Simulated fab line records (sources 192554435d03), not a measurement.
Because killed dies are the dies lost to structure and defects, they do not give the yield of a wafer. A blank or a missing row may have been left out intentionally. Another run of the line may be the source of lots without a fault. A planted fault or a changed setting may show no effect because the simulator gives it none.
fab line records | flow n5-finfet
record lots=10 wafers=29 last-day=20
route steps=1938 shown BEOL_M12@1643 BEOL_M13@1659 PASSIVATION@1936
lots with no fault: from the same line, run without faults
start-h: the number of hours between the record's first day and the start of the first shown wafer of the lot | wait-h: how many hours have passed since the lot's step before this one | " as in the row above | L1.1+2: a row that stands for several wafers | - no value present, or no start provided | * or withheld: withheld | < > ~ a bound
route shown NAME@n: NAME is a module with steps in the file, n the number in the route of the first one | usual: mean/standard deviation taken from wafers without a fault | same: alike in all rows | chamber/n: place in a boat | sites: the reading at each site | _std_site: their standard deviation | _edge_site: the outer-site mean with the inner-site mean subtracted | radius-mm: how far each site lies from the wafer's centre | mask NAME#n: copy n | behind: the last tool/chamber to shape the wafer | hold: why the lot was held/for how many hours/how that ended | device: the n, p or np transistor that did not switch | end of line: the same wafers' tests at the end of the route | for a step that has no rows: nothing shown but its recipe | killed: not the wafer's yield, but the dies lost to structure and defects at the first sort | map: the dies of a wafer, with x for killed, . for not killed, _ for no die there
set.NAME: setting as actually run; set.NAME@STEP: the setting as run at that earlier step | model.NAME: the simulator's own value behind a step, which no gauge read
one table for each step of the route and one row for each wafer, over a sample of lots
services: when a tool's chamber went out of use (start-h, in hours from the record's first day, below 0 if earlier), for how many hours, and the reason
## steps
# step N5_BEOL_M12_ETCH_38
# recipe chemistry=CF4/N2 target=SiCN target-depth-a=687 taper-deg=2 time-s=73.4 ion-energy-ev=150 mask-material=SiO2 pressure-mtorr=40 source-w=430 bias-w=70 Ar_flow_sccm=100 cf4-flow-sccm=60 n2-flow-sccm=60
# usual drypump-motor-current-A=5.8/0.56 oes-product-au=0.81/0.073 rf-vpp-V=382.6/2.2 showerhead-plenum-p-Torr=2.22/0.086 throttle-valve-pct=15.31/0.28
# columns lot.wafer tool chamber start-h wait-h drypump-motor-current-A oes-product-au rf-hours-counter-h rf-vpp-V showerhead-plenum-p-Torr throttle-valve-pct
L917.1 rie-diel-05 2 305.15 - 5.8 0.79 121 379.0 2.20 15.12
L917.5 " 3 " " 5.3 0.70 - 382.9 2.18 15.37
L917.6 " 2 " " 5.8 0.79 - 382.5 2.20 15.10
L919.1 rie-diel-03 2 308.91 - 5.7 0.89 47 385.9 2.33 15.30
L919.5 " 3 " " 6.0 0.92 - 383.9 2.33 15.08
L919.6 " 0 " " 5.0 0.91 - 381.1 2.16 14.86
L920.2 rie-diel-05 2 325.58 - 5.8 0.77 130 383.5 2.20 15.14
L920.3 " 3 " " 5.3 0.69 244 381.9 2.18 15.38
L920.6 " 3 " " 5.3 0.69 - 381.3 2.18 15.40
L922.4 rie-diel-02 1 331.26 - 5.6 0.81 80 381.1 2.14 15.14
L922.5 " 0 " " 5.3 0.77 - 384.8 2.32 15.55
L922.6 " 1 " " 5.6 0.82 - 379.9 2.14 15.14
L923.1 rie-diel-02 2 370.78 - 6.5 0.71 219 379.9 2.08 15.50
L923.5 " 3 " " 6.8 0.75 - 384.8 2.29 15.60
L923.6 " 0 " " 5.3 0.76 - 383.9 2.32 15.59
L928.1 rie-diel-02 2 390.62 - 6.5 0.70 223 379.1 2.08 15.49
L928.4 " 3 " " 6.8 0.74 150 383.6 2.29 15.62
L928.5 " 0 " " 5.2 0.76 - 386.9 2.32 15.60
L931.1 rie-diel-03 1 395.83 - 6.3 0.79 134 380.3 2.12 15.74
L931.5 " 1 " " 6.3 0.79 - 379.7 2.12 15.76
L933.1 rie-diel-05 0 410.11 - 6.4 0.84 55 386.4 2.33 15.59
L933.4 " 3 " " 5.3 0.94 16 382.3 2.17 14.90
L933.5 " 1 " " 5.2 0.87 - 381.3 2.15 14.95
L934.2 rie-diel-05 2 410.97 - 5.8 0.74 159 381.4 2.19 15.18
L934.3 " 1 " " 5.2 0.87 39 380.4 2.15 14.93
L934.4 " 0 " " 6.4 0.84 56 384.7 2.33 15.58
L939.3 rie-diel-03 1 438.69 - 6.3 0.76 151 380.8 2.12 15.80
L939.4 " 0 " " 5.0 0.83 50 379.3 2.15 14.98
L939.5 " 1 " " 6.3 0.77 - 379.5 2.12 15.79
# step N5_BEOL_M12_PRE_CLEAN_42
# recipe gas=H2/He time-s=30 temp-c=250
# usual heater-power-w=339/29
# columns lot.wafer tool chamber start-h wait-h heater-power-w
L917.1 pvd-sputter-03 - 305.48 0.0 403
L917.5 " - " " 398
L917.6 " - " " 342
L919.1 pvd-sputter-02 - 309.66 0.0 347
L919.5 " - " " 309
L919.6 " - " " 349
L920.2 pvd-sputter-01 - 326.25 0.0 328
L920.3 " - " " 315
L920.6 " - " " 310
L922.4 pvd-sputter-01 - 331.63 0.0 327
L922.5 " - " " 315
L922.6 " - " " 341
L923.1 pvd-sputter-02 - 371.37 0.0 381
L923.5 " - " " 311
L923.6 " - " " 380
L928.1 pvd-sputter-01 - 391.03 0.0 342
L928.4 " - " " 324
L928.5 " - " " 308
L931.1 pvd-sputter-02 - 396.24 0.0 317
L931.5 " - " " 307
L933.1 pvd-sputter-03 - 410.54 0.0 398
L933.4 " - " " 338
L933.5 " - " " 301
L934.2 pvd-sputter-03 - 413.30 0.0 395
L934.3 " - " " 358
L934.4 " - " " 311
L939.3 pvd-sputter-03 - 439.16 0.0 394
L939.4 " - " " 311
L939.5 " - " " 306
# step N5_BEOL_M12_SPUTTER_43
# recipe material=TaN target-thk-a=150 temp-c=50 bias-v=168.6 power-w=15000 chamber-pressure-pa=0.12 time-s=24.19
# usual throttle-valve-pct=29.8/0.86
# columns lot.wafer tool chamber start-h wait-h throttle-valve-pct
L917.1 pvd-sputter-03 - 305.52 0.0 30.8
L917.5 " - " " 31.0
L917.6 " - " " 30.7
L919.1 pvd-sputter-02 - 309.70 0.0 30.5
L919.5 " - " " 30.2
L919.6 " - " " 30.6
L920.2 pvd-sputter-01 - 326.29 0.0 29.5
L920.3 " - " " 28.8
L920.6 " - " " 28.8
L922.4 pvd-sputter-01 - 331.69 0.0 29.5
L922.5 " - " " 28.6
L922.6 " - " " 28.6
L923.1 pvd-sputter-02 - 371.41 0.0 29.2
L923.5 " - " " 29.4
L923.6 " - " " 29.1
L928.1 pvd-sputter-01 - 391.07 0.0 31.1
L928.4 " - " " 29.7
L928.5 " - " " 28.9
L931.1 pvd-sputter-02 - 396.28 0.0 30.7
L931.5 " - " " 29.3
L933.1 pvd-sputter-03 - 410.58 0.0 30.8
L933.4 " - " " 30.5
L933.5 " - " " 29.8
L934.2 pvd-sputter-03 - 413.34 0.0 30.8
L934.3 " - " " 28.6
L934.4 " - " " 30.1
L939.3 pvd-sputter-03 - 439.20 0.0 30.7
L939.4 " - " " 29.8
L939.5 " - " " 29.8
# step N5_BEOL_M13_ILD_DEP_00
# recipe material=SiOC target-thk-a=8379.2 temp-c=350 precursor=DEMS/O2 pressure-torr=5 rf-w=500 time-s=166.4
# usual heater-power-w=547/69 run-length-s=211.1/0.65 showerhead-plenum-p-Torr=5.690/0.015 throttle-valve-pct=11.8/0.45
# columns lot.wafer tool chamber start-h wait-h heater-power-w run-length-s showerhead-plenum-p-Torr throttle-valve-pct
L917.1 pecvd-04 0 306.72 0.0 546 211.3 5.682 12.5
L917.5 " 2 " " 407 211.4 5.705 11.7
L917.6 " 1 " " 547 210.5 5.693 11.8
L919.1 pecvd-03 0 310.90 0.0 640 210.5 5.706 11.9
L919.5 " 0 " " 520 211.0 5.691 12.2
L919.6 " 2 " " 563 211.6 5.670 11.9
L920.2 pecvd-04 2 327.50 0.0 496 210.9 5.700 11.1
L920.3 " 2 " " 502 211.3 5.701 11.2
L920.6 " 0 " " 521 211.4 5.682 12.3
L922.4 pecvd-03 0 332.93 0.1 638 210.8 5.699 12.1
L922.5 " 2 " " 453 211.5 5.660 11.9
L922.6 " 1 " " 463 212.4 5.681 12.0
L923.1 pecvd-04 0 372.71 0.0 591 212.1 5.684 12.5
L923.5 " 1 " " 546 235.0 5.682 12.0
L923.6 " 0 " " 538 211.9 5.684 12.1
L928.1 pecvd-04 2 392.30 0.0 447 211.3 5.677 11.2
L928.4 " 1 " " 641 210.5 5.680 11.9
L928.5 " 2 " " 484 236.2 5.683 11.5
L931.1 pecvd-04 0 397.51 0.0 535 211.8 5.691 12.3
L931.5 " 2 " " 468 236.4 5.684 11.5
L933.1 pecvd-02 1 411.78 0.0 651 210.8 5.706 12.0
L933.4 " 2 " " 537 210.5 5.703 10.8
L933.5 " 0 " " 451 209.9 5.697 11.3
L934.2 pecvd-03 0 414.62 0.0 616 210.7 5.695 12.4
L934.3 " 1 " " 516 211.8 5.683 11.2
L934.4 " 2 " " 551 211.0 5.671 11.7
L939.3 pecvd-02 2 440.81 0.0 551 211.0 5.706 11.1
L939.4 " 2 " " 565 210.5 5.723 10.8
L939.5 " 0 " " 494 211.0 5.682 11.0
# step N5_BEOL_M13_THK_MEAS_01
# recipe reads=SiOC_of_BEOL_M13_ILD_DEP_00
# usual M13_ILD_THK=839/11
# columns lot.wafer tool chamber start-h wait-h M13_ILD_THK[nm]
L917.1 film-metro-01 - 306.87 0.1 823
L917.5 " - " " 841
L917.6 " - " " 844
L919.1 film-metro-01 - 311.07 0.1 820
L919.5 " - " " 836
L919.6 " - " " 840
L920.2 film-metro-01 - 327.72 0.2 838
L920.3 " - " " 853
L920.6 " - " " 840
L922.4 film-metro-01 - 333.03 0.0 851
L922.5 " - " " 854
L922.6 " - " " 863
L923.1 film-metro-01 - 372.92 0.2 832
L923.5 " - " " 973
L923.6 " - " " 854
L928.1 film-metro-01 - 392.45 0.1 832
L928.4 " - " " 846
L928.5 " - " " 970
L931.1 film-metro-02 - 397.66 0.1 829
L931.5 " - " " 982
L933.1 film-metro-02 - 411.93 0.1 827
L933.4 " - " " 843
L933.5 " - " " 835
L934.2 film-metro-02 - 414.77 0.1 839
L934.3 " - " " 836
L934.4 " - " " 840
L939.3 film-metro-02 - 440.97 0.1 824
L939.4 " - " " 839
L939.5 " - " " 841
# step N5_BEOL_M13_STRIP_63
# recipe chemistry=N2/H2 power-w=1000 temp-c=250 h2-frac=0.65 overash-fraction=0.3 pressure-mtorr=1000 n2-flow-sccm=1750 h2-flow-sccm=3250
# usual drypump-motor-current-A=5.5/0.58 heater-power-w=327/22 oes-product-au=0.673/0.0047 strip-time-to-endpoint-s=27.5/1.1 temp-c=249.96/0.15
# columns lot.wafer tool chamber start-h wait-h drypump-motor-current-A heater-power-w oes-product-au rf-hours-counter-h strip-time-to-endpoint-s temp-c
L917.1 plasma-asher-01 1 307.96 - 6.3 298 0.671 131 28.5 249.83
L917.5 " 1 " " 6.3 296 0.680 - 27.9 249.92
L917.6 " 0 " " 5.6 321 0.672 - 27.5 250.05
L919.1 plasma-asher-01 1 311.96 - 6.3 296 0.679 132 29.8 249.77
L919.5 " 1 " " 6.3 302 0.682 - 27.5 250.11
L919.6 " 0 " " 5.6 327 0.673 - 28.0 250.27
L920.2 plasma-asher-02 0 328.43 - 5.6 324 0.666 82 27.3 249.87
L920.3 " 0 " " 5.6 328 0.665 - 25.9 249.90
L920.6 " 1 " " 4.6 358 0.679 - 27.6 250.14
L922.4 plasma-asher-02 1 333.76 - 4.6 358 0.665 - 26.4 249.76
L922.5 " 1 " " 4.6 370 0.679 - 26.3 249.97
L922.6 " 0 " " 5.6 334 0.668 - 24.6 249.93
L923.1 plasma-asher-02 0 373.63 - 5.6 333 0.678 91 27.7 250.04
L923.5 " 0 " " 5.6 331 0.646 - 15.6 250.12
L923.6 " 1 " " 4.6 373 0.669 - 26.7 249.92
L928.1 plasma-asher-02 0 393.31 - 5.6 327 0.675 94 29.1 249.66
L928.4 " 1 " " 4.6 349 0.678 - 26.9 249.75
L928.5 " 1 " " 4.6 362 0.647 - 16.5 250.15
L931.1 plasma-asher-02 0 398.50 - 5.6 330 0.675 95 28.3 249.87
L931.5 " 1 " " 4.6 366 0.632 - 13.8 249.88
L933.1 plasma-asher-01 1 412.79 - 6.3 299 0.682 156 29.3 249.88
L933.4 " 0 " " 5.5 333 0.673 - 26.5 249.75
L933.5 " 0 " " 5.5 317 0.672 - 27.1 250.12
L934.2 plasma-asher-01 1 415.55 - 6.3 295 0.676 157 27.4 249.95
L934.3 " 1 " " 6.3 290 0.671 - 28.3 249.93
L934.4 " 0 " " 5.6 321 0.671 - 27.9 249.92
L939.3 plasma-asher-01 1 441.74 - 6.3 307 0.672 - 29.2 250.00
L939.4 " 0 " " 5.5 327 0.685 - 27.0 250.25
L939.5 " 0 " " 5.6 335 0.670 - 26.7 250.11
# step N5_PASSIVATION_PROBE_49
# usual defect-limited-yield=91.2/1.6 killed_at_M0_to_M3=33/11 killed_at_M4_up=14/5 killed-at-contacts=12/5.8 killed-at-front-end=41/12 killed-at-other=3.5/2.9 killed-dies=104/19 killed-open=68/14 killed-short=34/8.8 sort_bin_4_leakage=0.00/0.017 sort_bin_5_function=5.2/1.1 sort_bin_6_memory=3.2/0.71 sort-n-pass=1076/19 sort-yield-pct=91.2/1.6
# same gross-dies=1180 killed-at-back-side=0 sort_bin_8_speed[%]=0
# columns lot.wafer tool chamber start-h wait-h defect-limited-yield[%] killed_at_M0_to_M3 killed_at_M4_up killed-at-contacts killed-at-front-end killed-at-other killed-dies killed-open killed-short sort_bin_4_leakage[%] sort_bin_5_function[%] sort_bin_6_memory[%] sort-n-pass sort-yield-pct[%]
L920.2 prober-01 - 362.87 0.1 92.7 25 20 19 21 1 86 60 25 0 4.0 3.1 1094 92.7
L920.3 prober-01 - 362.92 0.1 91.8 32 9 29 27 0 97 71 26 0 4.7 3.2 1083 91.8
L920.6 prober-01 - 363.07 0.3 91.3 35 22 19 24 3 103 72 31 0 5.3 3.2 1077 91.3
L923.1 prober-01 - 406.55 0.0 89.5 48 20 11 43 2 124 79 45 0 6.4 3.6 1056 89.5
L923.5 prober-01 - 406.75 0.2 90.8 34 11 11 50 3 109 63 46 0 5.8 3.1 1071 90.8
L923.6 prober-01 - 406.80 0.3 89.5 40 18 5 60 1 124 75 43 0 6.4 3.2 1056 89.5
L928.1 prober-01 - 423.00 0.0 91.8 34 12 1 49 1 97 50 41 0 4.4 3.1 1083 91.8
L928.4 prober-01 - 423.15 0.2 92.2 20 19 10 43 0 92 51 37 0 4.4 3.0 1088 92.2
L928.5 prober-01 - 423.20 0.2 92.3 37 16 5 28 5 91 58 33 0 5.0 2.4 1089 92.3
L931.1 prober-02 - 424.96 0.0 91.0 39 12 3 44 8 106 72 34 0 5.4 3.2 1074 91.0
# killed by level:class
L920.2 MOL_CONTACT_COAG:geometric-particle:open=14 BEOL_M4:geometric-particle:open=11 BEOL_M0_SAQP:geometric-particle:short=8 BEOL_M1:geometric-particle:open=7 GATE_CUT:geometric-particle:short=6 BEOL_M0_SAQP:geometric-particle:open=6 STARTING-WAFER:geometric-particle:open=5 STI_FIN_REVEAL:geometric-particle:open=4
L920.3 MOL_CONTACT_COAG:geometric-particle:open=20 STI_FIN_REVEAL:geometric-particle:open=11 BEOL_M1:geometric-particle:open=10 MOL_CONTACT_COAG:geometric-particle:short=9 BEOL_M0_SAQP:geometric-particle:open=7 BEOL_M2:geometric-particle:open=7 BEOL_M4:geometric-particle:open=5 FIN_SAQP:geometric-particle:open=4
L920.6 MOL_CONTACT_COAG:geometric-particle:open=12 BEOL_M4:geometric-particle:open=11 BEOL_M0_SAQP:geometric-particle:short=9 MOL_CONTACT_COAG:geometric-particle:short=7 BEOL_M0_SAQP:geometric-particle:open=7 FIN_SAQP:geometric-particle:open=6 BEOL_M1:geometric-particle:open=5 BEOL_M5:geometric-particle:open=5
L923.1 BEOL_M0_SAQP:geometric-particle:short=19 BEOL_M0_SAQP:geometric-particle:open=17 FIN_SAQP:geometric-particle:short=10 MOL_CONTACT_COAG:geometric-particle:open=10 BEOL_M4:geometric-particle:open=8 FIN_SAQP:geometric-particle:open=7 BEOL_M5:geometric-particle:open=7 STI_FIN_REVEAL:geometric-particle:open=6
L923.5 FIN_SAQP:geometric-particle:short=18 BEOL_M0_SAQP:geometric-particle:open=13 BEOL_M0_SAQP:geometric-particle:short=11 FIN_SAQP:geometric-particle:open=9 MOL_CONTACT_COAG:geometric-particle:open=9 GATE_CUT:geometric-particle:open=7 STARTING-WAFER:geometric-particle:open=4 BEOL_M4:geometric-particle:open=4
L923.6 BEOL_M0_SAQP:geometric-particle:short=15 DUMMY_GATE:geometric-particle:open=15 BEOL_M4:geometric-particle:open=12 BEOL_M0_SAQP:geometric-particle:open=12 FIN_SAQP:geometric-particle:open=9 FIN_SAQP:geometric-particle:short=8 HKMG_FIN:area-etch=6 STI_FIN_REVEAL:geometric-particle:open=5
L928.1 FIN_SAQP:geometric-particle:short=15 BEOL_M0_SAQP:geometric-particle:short=9 BEOL_M2:geometric-particle:open=9 FIN_SAQP:geometric-particle:open=7 GATE_CUT:geometric-particle:short=5 BEOL_M0_SAQP:geometric-particle:open=5 BEOL_M4:geometric-particle:open=5 STI_FIN_REVEAL:geometric-particle:open=4
L928.4 FIN_SAQP:geometric-particle:short=13 FIN_SAQP:geometric-particle:open=12 MOL_CONTACT_COAG:geometric-particle:open=7 BEOL_M4:geometric-particle:open=7 BEOL_M0_SAQP:geometric-particle:open=4 STI_FIN_REVEAL:geometric-particle:open=3 DUMMY_GATE:geometric-particle:short=3 DUMMY_GATE:geometric-particle:open=3
L928.5 FIN_SAQP:geometric-particle:open=12 BEOL_M0_SAQP:geometric-particle:open=8 BEOL_M3:geometric-particle:open=8 BEOL_M0_SAQP:geometric-particle:short=7 BEOL_M4:geometric-particle:short=6 BEOL_M4:geometric-particle:open=5 BEOL_M1:geometric-particle:open=5 MOL_CONTACT_COAG:geometric-particle:open=4
L931.1 FIN_SAQP:geometric-particle:open=14 BEOL_M2:geometric-particle:open=9 BEOL_M0_SAQP:geometric-particle:open=8 FIN_SAQP:geometric-particle:short=6 DUMMY_GATE:geometric-particle:open=6 BEOL_M4:geometric-particle:open=6 BEOL_M0_SAQP:geometric-particle:short=5 BEOL_M2:geometric-particle:short=5
## services
# columns tool chamber start-h hours kind
rie-diel-05 1 281.94 - clean
rie-diel-03 2 283.66 7.7 repair
pecvd-03 - 289.91 1.7 repair
plasma-asher-02 - 290.94 2.0 repair
plasma-asher-02 - 305.24 21.7 repair
pecvd-02 - 311.91 1.3 repair
pvd-sputter-02 - 325.03 0.5 repair
pecvd-04 1 327.29 5.7 repair
rie-diel-05 2 330.50 5.1 repair
pvd-sputter-02 - 345.96 8.9 repair
pecvd-04 0 347.88 5.5 scheduled-down
pecvd-03 - 352.76 14.6 pm
pecvd-04 2 366.64 20.6 repair
pecvd-04 1 374.85 5.5 scheduled-down
rie-diel-02 2 383.45 6.2 repair
pecvd-02 - 383.77 14.6 pm
pecvd-04 2 387.26 2.1 scheduled-down
pvd-sputter-03 - 388.30 6.5 repair
rie-diel-02 - 401.16 2.8 pm
plasma-asher-02 - 402.83 2.9 repair
pecvd-04 2 415.11 3.3 repair
pvd-sputter-03 - 424.16 2.9 repair
rie-diel-03 0 432.16 6.3 repair
rie-diel-05 - 439.66 0.5 repair
## key
first-sign step=N5_BEOL_M13_ILD_DEP_00 reading=run-length-s direction=up sigmas=38 usual=* struck=*
effect step=N5_BEOL_M13_THK_MEAS_01 reading=M13_ILD_THK direction=up sigmas=12 usual=839 struck=975
effect step=N5_BEOL_M13_STRIP_63 reading=strip-time-to-endpoint-s direction=down sigmas=11 usual=* struck=*
met-at N5_BEOL_M13_ILD_DEP_00
struck-lots L923,L928,L931
struck-wafers L923.5,L928.5,L931.5
not-acting-at N5_BEOL_M12_ETCH_38,N5_BEOL_M12_PRE_CLEAN_42,N5_BEOL_M12_SPUTTER_43
onset-between 327.50 372.71
fault kind=process-parameter-drift tool=pecvd-04 chamber=- onset-h=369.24 steps=N5_BEOL_M13_ILD_DEP_00 channel=time-s offset=* shape=step end-h=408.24 scope=struck-wafers-only acts-in=* stated=*
